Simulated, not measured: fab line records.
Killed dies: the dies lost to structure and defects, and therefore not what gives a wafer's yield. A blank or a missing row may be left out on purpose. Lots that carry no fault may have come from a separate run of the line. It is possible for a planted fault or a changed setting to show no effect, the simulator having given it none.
Matching of chambers    flow nand harc    3 sister chambers for NHARC_P_M2_DEP_33 on pecvd-02
The step deposits SiCN, target thk 30 nm. 14 wafers are shown with their chamber, then 6 later ones without.

WAFERS, EACH WITH ITS CHAMBER
wafer   chamber  heater power w (W)
L148.1  1        671
L148.3  2        517
L148.6  0        593
L149.2  0        626
L149.3  1        653
L149.5  2        538
L151.3  1        606
L151.4  2        576
L151.6  1        598
L155.3  2        513
L157.5  1        640
L159.1  1        622
L159.2  2        573
L159.4  1        624

SIGNATURES, as means of the wafers listed above
reading         chamber 0  chamber 1  chamber 2  scatter within a chamber
heater power w  609.50     630.57     543.40     27.2
Rule: distance of a wafer from a chamber = root of the sum over the readings of ((wafer's reading minus chamber's mean) / reading's scatter) squared. If the next closest chamber is less than 2 further off than the closest, the wafer can't be placed; otherwise it belongs to the closest. The scatter: the root of (the sum of the squares of (reading less its chamber's mean) over the shown wafers, divided by (wafers less chambers)).

WAFERS WITHOUT THEIR CHAMBER
wafer   heater power w (W)
L160.1  633
L160.3  553
L160.6  603
L169.1  514
L169.3  547
L169.4  673

EACH ONE'S CHAMBER
wafer    from the rows above            in truth
L160.1   can't be placed: 1 or 0        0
L160.3   can't be placed: 2 or 0        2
L160.6   can't be placed: 0 or 1 or 2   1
L169.1   2                              2
L169.3   2                              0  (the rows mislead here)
L169.4   can't be placed: 1 or 0        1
Correctly placed: 1 of 6. Can't be placed from these rows: 4 (the true chamber is among the candidates in 4). 1 placed wrongly.
